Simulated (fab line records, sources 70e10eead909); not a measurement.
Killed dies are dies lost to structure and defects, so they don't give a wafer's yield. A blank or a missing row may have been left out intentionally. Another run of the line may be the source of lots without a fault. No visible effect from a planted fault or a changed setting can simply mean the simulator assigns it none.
fab line records	flow nand-harc	part 2 of 2: steps 5 to 6 of 6
record lots=19	wafers=57	last-day=33
route steps=1302 shown A_STAIRCASE@733
lots that met no fault: taken from a fault-free run of the same line
start-h: hours from the record's first day to the start of the lot's first wafer shown	wait-h: time in hours since the lot's previous step	" as in the row above	L1.1+2: a row that stands for several wafers	- no value, or no start was given	* or withheld: withheld	< > ~ a bound
route shown NAME@n: names a module that has steps shown in the file, with the first one's number in the route	usual: mean/standard deviation taken from wafers without a fault	same: alike in all rows	chamber/n: place in a boat	sites: readings site by site	_std_site: standard deviation of those values	_edge_site: mean of outer sites minus mean of inner sites	radius-mm: for every site, how far away it sits from the centre of the wafer	mask NAME#n: copy n	behind: tool/chamber where the wafer was last shaped	hold: why the lot went on hold/how many hours it stayed there/how the hold came to an end	device: names the non-switching transistor (n, p or np)	end of line: the same wafers' tests at the end of the route	a step given without rows: its recipe and nothing more	killed: not the wafer's yield, but the dies lost to structure and defects at the first sort	map: shows each die of a wafer: x if killed, . if not, _ if none is there
set.NAME: the run value of the setting; set.NAME@STEP: its run value at that earlier step	model.NAME: the simulator's own value behind a step, which no gauge read
one table for each step of the route and one row for each wafer, over a sample of lots
services: the hour from which a tool's chamber was out of use, counted from the record's first day as start-h (under 0 if before that day), plus the number of hours and why
## steps
# step NHARC_A_STAIRCASE_ETCH_451
# recipe target-depth-a=300	overetch-a=30	time-s=16.5	ion-energy-ev=100	cf4-flow-sccm=80	o2-flow-sccm=20	ar-flow-sccm=0	rf-w=300	bias-w=100	chemistry=CF4/O2
# usual drypump-motor-current-A=5.7/0.37	o2-flow-sccm=20.01/0.061	oes_f_703_au=1.000/0.0046	oes-product-au=0.998/0.0081	rf-vpp-V=197.3/1.5	showerhead-plenum-p-Torr=1.31/0.063	throttle-valve-pct=13.397/0.0095
lot.wafer	tool	chamber	start-h	wait-h	drypump-motor-current-A	o2-flow-sccm	oes_f_703_au	oes-product-au	rf-hours-counter-h	rf-vpp-V	showerhead-plenum-p-Torr	throttle-valve-pct
L074.1	rie-diel-07	3	-	-	5.5	20.09	1.001	1.006	19	197.0	1.34	13.380
L074.3	"	2	"	"	5.4	19.98	0.997	1.005	20	195.5	1.27	13.390
L074.6	"	3	"	"	5.5	20.04	0.999	1.008	-	196.7	1.33	13.389
L076.4	rie-diel-07	0	-	-	5.5	19.96	1.006	0.995	27	194.9	1.24	13.383
L076.2	"	1	"	"	5.7	20.04	1.001	0.995	28	196.3	1.30	13.401
L076.3	"	2	"	"	5.4	20.06	1.002	0.990	28	196.1	1.27	13.388
L075.3	rie-diel-12	2	-	-	6.0	20.05	0.999	0.978	38	195.9	1.27	13.397
L075.6	"	2	"	"	6.0	19.96	0.994	0.987	-	196.2	1.27	13.403
L075.5	"	3	"	"	5.8	20.09	1.000	0.986	-	197.0	1.29	13.405
L077.3	rie-diel-12	2	-	-	6.0	19.96	1.000	0.986	41	196.4	1.27	13.397
L077.4	"	3	"	"	5.7	19.93	0.998	1.000	48	197.0	1.29	13.391
L077.5	"	0	"	"	6.5	20.10	0.995	0.999	-	195.7	1.27	13.395
L078.2	rie-diel-04	2	-	-	5.6	20.06	1.004	0.986	16	197.4	1.34	13.385
L078.3	"	0	"	"	5.6	19.93	1.002	0.999	15	196.7	1.24	13.399
L078.6	"	3	"	"	6.3	20.00	1.006	0.991	-	198.7	1.32	13.388
L080.1	rie-diel-07	2	-	-	5.4	19.98	1.004	0.993	44	197.3	1.27	13.404
L080.4	"	0	"	"	5.4	20.08	0.997	0.997	41	195.4	1.23	13.399
L080.5	"	1	"	"	5.7	19.92	1.005	0.998	-	197.9	1.30	13.413
L081.4	rie-diel-12	1	-	-	5.1	20.06	0.998	0.989	47	197.6	1.30	13.424
L081.1	"	0	"	"	6.6	20.00	0.998	1.010	53	196.7	1.27	13.419
L081.6	"	1	"	"	5.2	20.03	0.998	0.991	-	198.4	1.30	13.404
L082.2	rie-diel-04	2	-	-	5.7	19.98	1.012	0.992	32	198.5	1.33	13.396
L082.5	"	2	"	"	5.7	20.00	0.997	0.981	-	196.9	1.33	13.387
L082.6	"	0	"	"	5.6	20.01	0.999	0.998	-	196.4	1.24	13.407
L085.1	rie-diel-04	3	-	-	6.3	20.04	1.001	0.993	37	197.6	1.32	13.397
L085.5	"	1	"	"	5.8	20.10	1.005	1.001	-	199.6	1.44	13.416
L085.4	"	3	"	"	6.3	19.99	1.000	1.000	-	196.5	1.32	13.382
L083.4	rie-diel-12	2	-	-	6.0	20.00	1.000	0.984	8	195.8	1.26	13.398
L083.2	"	3	"	"	5.8	20.00	1.007	1.004	10	196.2	1.28	13.404
L083.6	"	2	"	"	6.0	19.98	0.995	0.992	-	195.1	1.26	13.382
L084.3	rie-diel-04	0	-	-	5.6	19.90	1.002	0.998	31	195.8	1.24	13.382
L084.4	"	0	"	"	5.6	19.87	1.009	1.008	-	196.3	1.24	13.404
L084.5	"	1	"	"	5.7	20.08	0.998	0.993	-	200.5	1.44	13.397
L088.3	rie-diel-04	2	-	-	5.7	20.01	0.998	1.002	47	198.2	1.33	13.400
L088.4	"	0	"	"	5.6	20.05	0.999	1.003	51	195.7	1.23	13.395
L088.6	"	3	"	"	6.3	20.07	0.991	1.001	-	197.2	1.31	13.399
L089.4	rie-diel-07	0	-	-	5.5	20.03	1.006	0.995	-	200.0	1.44	13.401
L089.6	"	1	"	"	5.7	20.09	1.001	1.000	-	195.9	1.29	13.388
L089.5	"	3	"	"	5.4	19.99	0.995	0.998	-	196.9	1.32	13.388
L090.1	rie-diel-12	0	-	-	6.6	20.00	1.000	1.002	32	196.2	1.26	13.411
L090.4	"	1	"	"	5.2	19.99	0.998	0.993	31	197.7	1.30	13.393
L090.6	"	2	"	"	6.0	20.03	1.004	0.995	-	197.8	1.26	13.408
L092.3	rie-diel-04	2	-	-	5.7	20.09	1.003	1.003	4	198.4	1.33	13.394
L092.4	"	3	"	"	6.3	19.94	0.995	1.005	6	197.8	1.31	13.391
L092.5	"	1	"	"	5.7	20.01	1.001	0.999	-	198.6	1.43	13.390
L093.2	rie-diel-12	0	-	-	6.6	19.79	1.001	1.002	38	196.4	1.26	13.404
L093.1	"	1	"	"	5.1	19.98	0.994	0.996	37	197.7	1.30	13.411
L093.3	"	2	"	"	6.0	19.95	1.001	0.990	33	197.4	1.26	13.411
L095.3	rie-diel-04	2	-	-	5.7	20.06	0.993	1.006	14	198.4	1.33	13.389
L095.5	"	0	"	"	5.6	20.03	1.003	1.010	-	199.5	1.44	13.381
L095.6	"	1	"	"	5.7	20.02	0.997	0.991	-	200.5	1.43	13.389
L097.3	rie-diel-07	1	-	-	5.7	20.06	0.998	0.999	40	197.3	1.28	13.393
L097.6	"	3	"	"	5.5	20.07	1.000	0.997	-	197.3	1.32	13.392
L097.5	"	0	"	"	5.4	19.94	0.999	0.998	-	200.8	1.44	13.383
L096.3	rie-diel-04	3	-	-	6.3	19.99	0.997	0.995	19	195.7	1.31	13.398
L096.2	"	1	"	"	5.7	19.96	1.003	0.996	17	199.8	1.43	13.399
L096.6	"	3	"	"	6.3	19.91	0.995	0.997	-	197.7	1.31	13.401
# step NHARC_A_STAIRCASE_ETCH_273
# recipe target-depth-a=1.02e+05	time-s=2468.6	ion-energy-ev=800	c4f8-flow-sccm=80	o2-flow-sccm=60	ar-flow-sccm=withheld	rf-w=600	bias-w=3000	chemistry=C4F8/O2/Ar
# usual oes-product-au=0.935/0.0097	rf-vpp-V=1823/12
lot.wafer	tool	chamber	start-h	wait-h	oes-product-au	rf-hours-counter-h	rf-vpp-V
L074.1	rie-diel-07	0	-	-	0.951	19	1809
L074.3	"	1	"	"	0.948	20	1821
L074.6	"	2	"	"	0.932	-	1816
L076.3	rie-diel-07	2	-	-	0.943	29	1814
L076.4	"	3	"	"	0.945	28	1827
L076.2	"	1	"	"	0.945	28	1820
L075.3	rie-diel-12	0	-	-	0.929	38	1815
L075.6	"	3	"	"	0.934	-	1818
L075.5	"	0	"	"	0.940	-	1814
L077.4	rie-diel-12	2	-	-	0.931	41	1814
L077.3	"	0	"	"	0.934	41	1815
L077.5	"	2	"	"	0.932	-	1814
L078.3	rie-diel-04	2	-	-	0.919	16	1826
L078.2	"	3	"	"	0.932	16	1824
L078.6	"	3	"	"	0.928	-	1824
L080.4	rie-diel-07	3	-	-	0.935	43	1827
L080.1	"	0	"	"	0.941	41	1808
L080.5	"	2	"	"	0.928	-	1814
L081.4	rie-diel-12	2	-	-	0.937	50	1816
L081.1	"	3	"	"	0.935	58	1818
L081.6	"	2	"	"	0.932	-	1815
L082.2	rie-diel-04	2	-	-	0.920	33	1827
L082.6	"	2	"	"	0.907	-	1826
L082.5	"	0	"	"	0.944	-	1807
L085.1	rie-diel-04	3	-	-	0.928	37	1823
L085.5	"	3	"	"	0.930	-	1823
L085.4	"	0	"	"	0.932	-	1805
L083.2	rie-diel-12	0	-	-	0.959	8	1813
L083.4	"	1	"	"	0.923	7	1821
L083.6	"	2	"	"	0.939	-	1813
L084.3	rie-diel-04	3	-	-	0.926	39	1823
L084.4	"	1	"	"	0.923	-	1844
L084.5	"	0	"	"	0.933	-	1807
L088.3	rie-diel-04	1	-	-	0.947	55	1846
L088.4	"	3	"	"	0.944	58	1823
L088.6	"	1	"	"	0.936	-	1846
L089.5	rie-diel-07	1	-	-	0.936	-	1818
L089.4	"	3	"	"	0.927	-	1825
L089.6	"	0	"	"	0.923	-	1848
L090.4	rie-diel-12	1	-	-	0.952	32	1820
L090.1	"	2	"	"	0.940	28	1813
L090.6	"	3	"	"	0.941	-	1817
L092.3	rie-diel-04	1	-	-	0.958	5	1844
L092.4	"	3	"	"	0.937	6	1824
L092.5	"	2	"	"	0.930	-	1826
L093.1	rie-diel-12	3	-	-	0.924	37	1816
L093.2	"	1	"	"	0.938	37	1821
L093.3	"	2	"	"	0.936	34	1812
L095.3	rie-diel-04	0	-	-	0.931	13	1847
L095.5	"	1	"	"	0.936	-	1844
L095.6	"	2	"	"	0.931	-	1824
L096.2	rie-diel-04	0	-	-	0.926	18	1846
L096.3	"	1	"	"	0.940	17	1844
L096.6	"	0	"	"	0.944	-	1847
L097.3	rie-diel-07	3	-	-	0.938	40	1825
L097.6	"	0	"	"	0.928	-	1846
L097.5	"	3	"	"	0.937	-	1823
## services
tool	chamber	start-h	hours	kind
rie-diel-12	0	351.47	-	clean
rie-diel-12	1	351.47	-	clean
rie-diel-12	2	351.47	-	clean
rie-diel-12	3	351.47	-	clean
rie-diel-04	-	355.15	9.0	pm
rie-diel-12	0	375.97	-	clean
rie-diel-12	1	375.97	-	clean
rie-diel-12	2	375.97	-	clean
rie-diel-12	3	375.97	-	clean
rie-diel-04	3	404.45	2.5	repair
rie-diel-04	0	426.04	3.4	repair
rie-diel-12	2	438.16	1.7	repair
rie-diel-12	-	446.18	9.0	pm
rie-diel-04	3	449.41	4.5	repair
rie-diel-07	-	458.35	0.2	repair
rie-diel-04	0	461.58	9.0	repair
rie-diel-07	-	471.32	9.0	pm
rie-diel-12	3	485.08	3.3	repair
rie-diel-12	0	513.71	4.4	repair
rie-diel-07	2	523.08	4.5	repair
rie-diel-12	2	530.79	7.1	repair
rie-diel-04	-	532.15	9.0	pm
rie-diel-04	1	558.39	3.9	repair
rie-diel-07	2	603.01	4.5	repair
